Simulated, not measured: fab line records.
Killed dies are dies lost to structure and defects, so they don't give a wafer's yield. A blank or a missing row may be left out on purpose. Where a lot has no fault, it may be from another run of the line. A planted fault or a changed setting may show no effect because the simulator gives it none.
Which tool did it? + flow nand harc + Sampling: 24 lots, 72 wafers, 6 of 1159 route steps

## WHAT THE GAUGES SHOWED, per wafer
NHARC_P_M1_OVL_MEAS_10: pitch 260 nm.
| lot  | measured     | on         | overlay x nm (nm) | overlay y nm (nm) |
|------|--------------|------------|-------------------|-------------------|
| L075 | day 6 10:50  | overlay-02 | 1.4 1.9 1.8       | -0.1 0.1 -0.2     |
| L074 | day 6 11:32  | overlay-01 | -0.2 0.2 -0.2     | 0.1 -0.2 -0.4     |
| L076 | day 6 12:09  | overlay-02 | -1.6 -1.2 -1.6    | -0.2 0.3 0.0      |
| L077 | day 6 18:23  | overlay-01 | -0.1 -0.1 0.1     | 1.6 1.4 2.0       |
| L078 | day 7 06:37  | overlay-01 | 0.8 0.2 0.9       | 0.0 -0.2 -0.1     |
| L079 | day 7 12:01  | overlay-02 | 0.5 0.6 0.4       | -0.4 0.1 0.2      |
| L080 | day 7 14:53  | overlay-01 | -0.3 0.3 0.3      | -0.9 -1.0 0.0     |
| L081 | day 7 17:22  | overlay-02 | -1.7 -1.5 -2.0    | 0.1 0.6 0.2       |
| L082 | day 7 23:52  | overlay-02 | -0.1 0.4 0.1      | -0.2 0.5 -0.1     |
| L083 | day 8 12:22  | overlay-01 | -1.8 -1.9 -1.9    | -0.4 0.0 -0.3     |
| L084 | day 8 12:34  | overlay-02 | 0.1 0.9 0.1       | -0.4 -0.9 0.0     |
| L088 | day 9 06:44  | overlay-01 | 0.3 0.3 -0.4      | -1.5 -1.4 -2.1    |
| L087 | day 9 10:01  | overlay-02 | 0.2 0.1 0.0       | -0.4 -0.2 -0.1    |
| L085 | day 9 10:46  | overlay-01 | -0.2 0.0 0.0      | 0.8 0.4 0.4       |
| L086 | day 10 00:05 | overlay-01 | 0.2 0.1 1.0       | -0.6 -0.9 -1.0    |
| L090 | day 10 01:17 | overlay-01 | -0.7 -0.6 0.0     | 0.0 0.2 0.3       |
| L089 | day 10 02:14 | overlay-01 | 0.9 1.1 1.2       | -0.6 0.4 0.3      |
| L091 | day 10 09:57 | overlay-01 | -1.0 -0.4 -0.2    | 0.8 1.8 1.5       |
| L094 | day 10 16:29 | overlay-02 | 0.0 -0.1 -0.5     | 0.0 -0.9 -0.3     |
| L092 | day 10 17:04 | overlay-01 | 0.2 0.3 0.0       | 1.1 1.0 1.1       |
| L093 | day 10 18:48 | overlay-02 | -1.9 -1.4 -2.1    | -0.8 -1.1 -1.1    |
| L095 | day 11 08:17 | overlay-02 | 1.4 1.5 1.5       | 0.6 0.0 0.6       |
| L097 | day 11 11:24 | overlay-01 | -0.1 -0.7 -0.2    | 0.8 1.8 1.5       |
| L096 | day 11 16:18 | overlay-02 | 1.4 1.2 2.3       | -0.1 0.0 -0.3     |

NHARC_P_M1_INSPECT_27.
| lot  | measured     | on                | raw defect count |
|------|--------------|-------------------|------------------|
| L075 | day 6 13:32  | defect inspect-01 | 153 348 140      |
| L074 | day 6 14:14  | defect inspect-01 | 441 511 466      |
| L076 | day 6 14:52  | defect inspect-02 | 300 211 336      |
| L077 | day 6 21:05  | defect inspect-01 | 293 404 255      |
| L078 | day 7 09:20  | defect inspect-02 | 283 153 223      |
| L079 | day 7 14:41  | defect inspect-01 | 239 161 278      |
| L080 | day 7 17:34  | defect inspect-01 | 178 179 215      |
| L081 | day 7 20:05  | defect inspect-01 | 238 285 202      |
| L082 | day 8 02:33  | defect inspect-01 | 283 407 249      |
| L083 | day 8 15:02  | defect inspect-01 | 728 383 352      |
| L084 | day 8 15:26  | defect inspect-01 | 391 258 372      |
| L088 | day 9 09:25  | defect inspect-02 | 341 262 721      |
| L087 | day 9 12:41  | defect inspect-02 | 670 434 386      |
| L085 | day 9 13:26  | defect inspect-01 | 239 298 401      |
| L086 | day 10 02:48 | defect inspect-02 | 175 343 394      |
| L090 | day 10 03:59 | defect inspect-02 | 424 262 396      |
| L089 | day 10 04:56 | defect inspect-01 | 231 193 201      |
| L091 | day 10 12:39 | defect inspect-02 | 281 610 208      |
| L094 | day 10 19:19 | defect inspect-02 | 171 217 266      |
| L092 | day 10 19:52 | defect inspect-02 | 312 250 476      |
| L093 | day 10 21:30 | defect inspect-02 | 201 259 245      |
| L095 | day 11 10:59 | defect inspect-01 | 369 420 287      |
| L097 | day 11 14:07 | defect inspect-01 | 238 273 150      |
| L096 | day 11 18:59 | defect inspect-01 | 332 249 310      |

## TOOL THAT RAN EACH LOT (tool first, then ch and the chambers of the sampled wafers, then the start)
| lot  | NHARC_P_M0_DEGAS_28          | NHARC_P_M0_CMP_23             | NHARC_P_M0_DEP_32               | NHARC_P_M1_PRE_CLEAN_30                 |
|------|------------------------------|-------------------------------|---------------------------------|-----------------------------------------|
| L075 | pvd sputter-02, day 6 07:35  | cmp-03 ch 0,2,3, day 6 08:56  | pecvd-02 ch 0,1, day 6 09:32    | pvd sputter-03, day 6 13:32 or earlier  |
| L074 | pvd sputter-01, day 6 08:14  | cmp-01 ch 1,2, day 6 09:18    | pecvd-04 ch 0,2, day 6 09:58    | pvd sputter-01, day 6 14:14 or earlier  |
| L076 | pvd sputter-01, day 6 09:02  | cmp-04 ch 0,1,3, day 6 10:13  | pecvd-03 ch 0,2, day 6 10:50    | pvd sputter-03, day 6 14:52 or earlier  |
| L077 | pvd sputter-03, day 6 15:29  | cmp-01 ch 0,1,3, day 6 16:34  | pecvd-03 ch 0,2, day 6 17:14    | pvd sputter-02, day 6 21:05 or earlier  |
| L078 | pvd sputter-03, day 7 03:22  | cmp-04 ch 0,1,3, day 7 04:30  | pecvd-02 ch 0,1,2, day 7 05:17  | pvd sputter-02, day 7 09:20 or earlier  |
| L079 | pvd sputter-03, day 7 08:56  | cmp-03 ch 0,1,3, day 7 10:05  | pecvd-04 ch 0,1,2, day 7 10:47  | pvd sputter-02, day 7 14:41 or earlier  |
| L080 | pvd sputter-03, day 7 11:40  | cmp-03 ch 2,3, day 7 12:46    | pecvd-03 ch 0,1, day 7 13:23    | pvd sputter-02, day 7 17:34 or earlier  |
| L081 | pvd sputter-03, day 7 14:16  | cmp-01 ch 2,3, day 7 15:23    | pecvd-03 ch 0,1,2, day 7 16:03  | pvd sputter-01, day 7 20:05 or earlier  |
| L082 | pvd sputter-01, day 7 20:40  | cmp-03 ch 0,1,2, day 7 21:55  | pecvd-02 ch 1,2, day 7 22:34    | pvd sputter-01, day 8 02:33 or earlier  |
| L083 | pvd sputter-03, day 8 09:19  | cmp-04 ch 0,2,3, day 8 10:25  | pecvd-02 ch 0,1, day 8 11:02    | pvd sputter-01, day 8 15:02 or earlier  |
| L084 | pvd sputter-02, day 8 09:32  | cmp-01 ch 1,2,3, day 8 10:37  | pecvd-04 ch 0,1, day 8 11:15    | pvd sputter-03, day 8 15:26 or earlier  |
| L088 | pvd sputter-03, day 9 03:35  | cmp-03 ch 1,2,3, day 9 04:44  | pecvd-03 ch 0,1,2, day 9 05:29  | pvd sputter-03, day 9 09:25 or earlier  |
| L087 | pvd sputter-02, day 9 06:53  | cmp-01 ch 0,1,2, day 9 08:02  | pecvd-03 ch 1,2, day 9 08:40    | pvd sputter-01, day 9 12:41 or earlier  |
| L085 | pvd sputter-01, day 9 07:25  | cmp-03 ch 0,3, day 9 08:31    | pecvd-03 ch 0,1,2, day 9 09:29  | pvd sputter-02, day 9 13:26 or earlier  |
| L086 | pvd sputter-01, day 9 21:02  | cmp-04 ch 0,1,2, day 9 22:10  | pecvd-03 ch 0,1, day 9 22:44    | pvd sputter-01, day 10 02:48 or earlier |
| L090 | pvd sputter-02, day 9 22:13  | cmp-01 ch 1,2, day 9 23:23    | pecvd-04 ch 0,1, day 9 23:59    | pvd sputter-03, day 10 03:59 or earlier |
| L089 | pvd sputter-03, day 9 22:49  | cmp-03 ch 0,2,3, day 9 23:55  | pecvd-03 ch 0,1,2, day 10 00:54 | pvd sputter-01, day 10 04:56 or earlier |
| L091 | pvd sputter-03, day 10 06:45 | cmp-03 ch 2,3, day 10 08:01   | pecvd-04 ch 0,2, day 10 08:42   | pvd sputter-03, day 10 12:39 or earlier |
| L094 | pvd sputter-01, day 10 13:27 | cmp-01 ch 0,1,2, day 10 14:35 | pecvd-02 ch 0,2, day 10 15:09   | pvd sputter-02, day 10 19:19 or earlier |
| L092 | pvd sputter-03, day 10 14:01 | cmp-01 ch 0,2,3, day 10 15:08 | pecvd-02 ch 0,2, day 10 15:45   | pvd sputter-01, day 10 19:52 or earlier |
| L093 | pvd sputter-02, day 10 15:44 | cmp-01 ch 1,2, day 10 16:52   | pecvd-02 ch 0,1,2, day 10 17:29 | pvd sputter-03, day 10 21:30 or earlier |
| L095 | pvd sputter-01, day 11 05:14 | cmp-03 ch 1,3, day 11 06:19   | pecvd-02 ch 0,1, day 11 06:56   | pvd sputter-01, day 11 10:59 or earlier |
| L097 | pvd sputter-02, day 11 08:29 | cmp-03 ch 0,2,3, day 11 09:35 | pecvd-04 ch 0,1, day 11 10:11   | pvd sputter-02, day 11 14:07 or earlier |
| L096 | pvd sputter-03, day 11 13:24 | cmp-03 ch 0,2,3, day 11 14:30 | pecvd-04 ch 0,1, day 11 15:05   | pvd sputter-02, day 11 18:59 or earlier |
- NHARC_P_M0_DEGAS_28: time 60 s.
- NHARC_P_M0_CMP_23: polishes, t overpolish 20 s, target thk 117.53 nm.
- NHARC_P_M0_DEP_32: deposits SiCN, target thk 30 nm.
- NHARC_P_M1_PRE_CLEAN_30: time 30 s.

## AS READ BY THE TOOLS THEMSELVES (means over the sampled wafers that have a number; for cases with no such wafer, the mark the record gives instead)
NHARC_P_M0_DEGAS_28.
| lot  | tool           | heater power w (W) |
|------|----------------|--------------------|
| L075 | pvd sputter-02 | 346                |
| L074 | pvd sputter-01 | 353                |
| L076 | pvd sputter-01 | 379                |
| L077 | pvd sputter-03 | 337                |
| L078 | pvd sputter-03 | 328                |
| L079 | pvd sputter-03 | 330                |
| L080 | pvd sputter-03 | 319                |
| L081 | pvd sputter-03 | 327                |
| L082 | pvd sputter-01 | 361                |
| L083 | pvd sputter-03 | 329                |
| L084 | pvd sputter-02 | 365                |
| L088 | pvd sputter-03 | 348                |
| L087 | pvd sputter-02 | 392                |
| L085 | pvd sputter-01 | 374                |
| L086 | pvd sputter-01 | 374                |
| L090 | pvd sputter-02 | 323                |
| L089 | pvd sputter-03 | 322                |
| L091 | pvd sputter-03 | 317                |
| L094 | pvd sputter-01 | 388                |
| L092 | pvd sputter-03 | 329                |
| L093 | pvd sputter-02 | 385                |
| L095 | pvd sputter-01 | 372                |
| L097 | pvd sputter-02 | 366                |
| L096 | pvd sputter-03 | 321                |

NHARC_P_M0_CMP_23.
| lot  | tool   | motor current A (A) | time to endpoint s (s) |
|------|--------|---------------------|------------------------|
| L075 | cmp-03 | 12.3                | 26.3                   |
| L074 | cmp-01 | 12.1                | 26.3                   |
| L076 | cmp-04 | 12.8                | 29.0                   |
| L077 | cmp-01 | 12.0                | 26.7                   |
| L078 | cmp-04 | 12.3                | 28.6                   |
| L079 | cmp-03 | 12.5                | 27.8                   |
| L080 | cmp-03 | 12.0                | 27.0                   |
| L081 | cmp-01 | 12.2                | 28.1                   |
| L082 | cmp-03 | 11.9                | 30.6                   |
| L083 | cmp-04 | 12.0                | 30.1                   |
| L084 | cmp-01 | 12.3                | 27.4                   |
| L088 | cmp-03 | 11.5                | 31.1                   |
| L087 | cmp-01 | 12.2                | 30.9                   |
| L085 | cmp-03 | 12.4                | 27.6                   |
| L086 | cmp-04 | 12.5                | 28.0                   |
| L090 | cmp-01 | 11.9                | 28.1                   |
| L089 | cmp-03 | 12.0                | 30.8                   |
| L091 | cmp-03 | 12.1                | 28.4                   |
| L094 | cmp-01 | 12.2                | 30.7                   |
| L092 | cmp-01 | 12.2                | 30.3                   |
| L093 | cmp-01 | 12.2                | 28.8                   |
| L095 | cmp-03 | 12.0                | 27.9                   |
| L097 | cmp-03 | 12.4                | 28.1                   |
| L096 | cmp-03 | 12.3                | 28.2                   |

NHARC_P_M0_DEP_32.
| lot  | tool     | heater power w (W) |
|------|----------|--------------------|
| L075 | pecvd-02 | 700                |
| L074 | pecvd-04 | 537                |
| L076 | pecvd-03 | 577                |
| L077 | pecvd-03 | 553                |
| L078 | pecvd-02 | 641                |
| L079 | pecvd-04 | 595                |
| L080 | pecvd-03 | 706                |
| L081 | pecvd-03 | 599                |
| L082 | pecvd-02 | 614                |
| L083 | pecvd-02 | 633                |
| L084 | pecvd-04 | 546                |
| L088 | pecvd-03 | 633                |
| L087 | pecvd-03 | 649                |
| L085 | pecvd-03 | 611                |
| L086 | pecvd-03 | 659                |
| L090 | pecvd-04 | 544                |
| L089 | pecvd-03 | 634                |
| L091 | pecvd-04 | 595                |
| L094 | pecvd-02 | 613                |
| L092 | pecvd-02 | 637                |
| L093 | pecvd-02 | 625                |
| L095 | pecvd-02 | 669                |
| L097 | pecvd-04 | 599                |
| L096 | pecvd-04 | 568                |

NHARC_P_M1_PRE_CLEAN_30.
| lot  | tool           | heater power w (W) |
|------|----------------|--------------------|
| L075 | pvd sputter-03 | 384                |
| L074 | pvd sputter-01 | 457                |
| L076 | pvd sputter-03 | 406                |
| L077 | pvd sputter-02 | 398                |
| L078 | pvd sputter-02 | 434                |
| L079 | pvd sputter-02 | 438                |
| L080 | pvd sputter-02 | 430                |
| L081 | pvd sputter-01 | 429                |
| L082 | pvd sputter-01 | 431                |
| L083 | pvd sputter-01 | 453                |
| L084 | pvd sputter-03 | 400                |
| L088 | pvd sputter-03 | 408                |
| L087 | pvd sputter-01 | 448                |
| L085 | pvd sputter-02 | 381                |
| L086 | pvd sputter-01 | 432                |
| L090 | pvd sputter-03 | 397                |
| L089 | pvd sputter-01 | 461                |
| L091 | pvd sputter-03 | 394                |
| L094 | pvd sputter-02 | 438                |
| L092 | pvd sputter-01 | 454                |
| L093 | pvd sputter-03 | 401                |
| L095 | pvd sputter-01 | 461                |
| L097 | pvd sputter-02 | 442                |
| L096 | pvd sputter-02 | 450                |

## THE ANSWER, worked out from the rows above alone
Rule: what is usual is taken from the lots themselves. Put in order of their means at a reading, lots are off if they are a third of the lots or fewer, leave a main group of 4 or more, and stand apart from it by a gap of 3 or more times the standard deviation of the main group's means; of several such gaps the widest counts. A main group whose means are all the same, to the digits that the tables above print for the reading, isn't used. A lot without any number at a reading at which 4 lots or more have one is off too. Where the step has rows for the other lots, those lots are counted as sound. The gauges are gone through in route order, then the tools' own readings, and for those a lot's mean is taken as printed above. The first step at which some lot is off is used, and at that step the reading that is off furthest; a lot without a number counts as furthest.
Across all readings shown, no lot is off: no conclusion can be drawn from this.

## WHAT THE SIMULATOR HAD PUT IN
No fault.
